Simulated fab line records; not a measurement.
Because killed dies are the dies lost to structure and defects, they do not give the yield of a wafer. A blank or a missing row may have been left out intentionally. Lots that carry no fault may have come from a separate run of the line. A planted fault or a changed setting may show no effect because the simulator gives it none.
The tool behind it: which one? :: flow n5-finfet :: 10 lots (30 wafers sampled), 1 step of a 1938-step route

WHAT THE GAUGES SHOWED, per wafer
N5_DUMMY_REMOVAL_INSPECT_06: inspects for defects (brightfield).
lot: L076
measured: day 4 12:56
on: defect-inspect-02
raw-defect-count: 17 15 8

lot: L079
measured: day 5 02:53
on: defect-inspect-01
raw-defect-count: 9 5 15

lot: L081
measured: day 5 16:32
on: defect-inspect-01
raw-defect-count: 9 9 7

lot: L083
measured: day 6 03:36
on: defect-inspect-01
raw-defect-count: 10 6 8

lot: L085
measured: day 6 19:45
on: defect-inspect-02
raw-defect-count: 11 13 8

lot: L087
measured: day 7 06:26
on: defect-inspect-01
raw-defect-count: 8 8 17

lot: L089
measured: day 7 16:19
on: defect-inspect-01
raw-defect-count: 4 18 10

lot: L092
measured: day 8 09:56
on: defect-inspect-01
raw-defect-count: 6 7 8

lot: L094
measured: day 8 23:44
on: defect-inspect-02
raw-defect-count: 6 13 7

lot: L097
measured: day 9 15:33
on: defect-inspect-02
raw-defect-count: 5 12 5

WHAT TOOL EACH LOT RAN ON (gives the tool, then ch and the chambers of the sampled wafers, and finally the start)
No process step before these readings appears in the record.

THE ANSWER, worked out from the rows above alone
Rule: the usual values come from the lots themselves. Put in order of their means at a reading, lots are off if they are a third of the lots or fewer, leave a main group of 4 or more, and stand apart from it by a gap of 3 or more times the standard deviation of the main group's means; of several such gaps the widest counts. If all means in a main group match to the digits the tables above print for the reading, that group is not used. Also off: a lot with no number at a reading for which 4 or more lots have one. Any other lot the step has rows for is counted as sound.
No lot is off on any of the readings shown, so nothing can be concluded from this.

WHAT THE SIMULATOR HAD PUT IN
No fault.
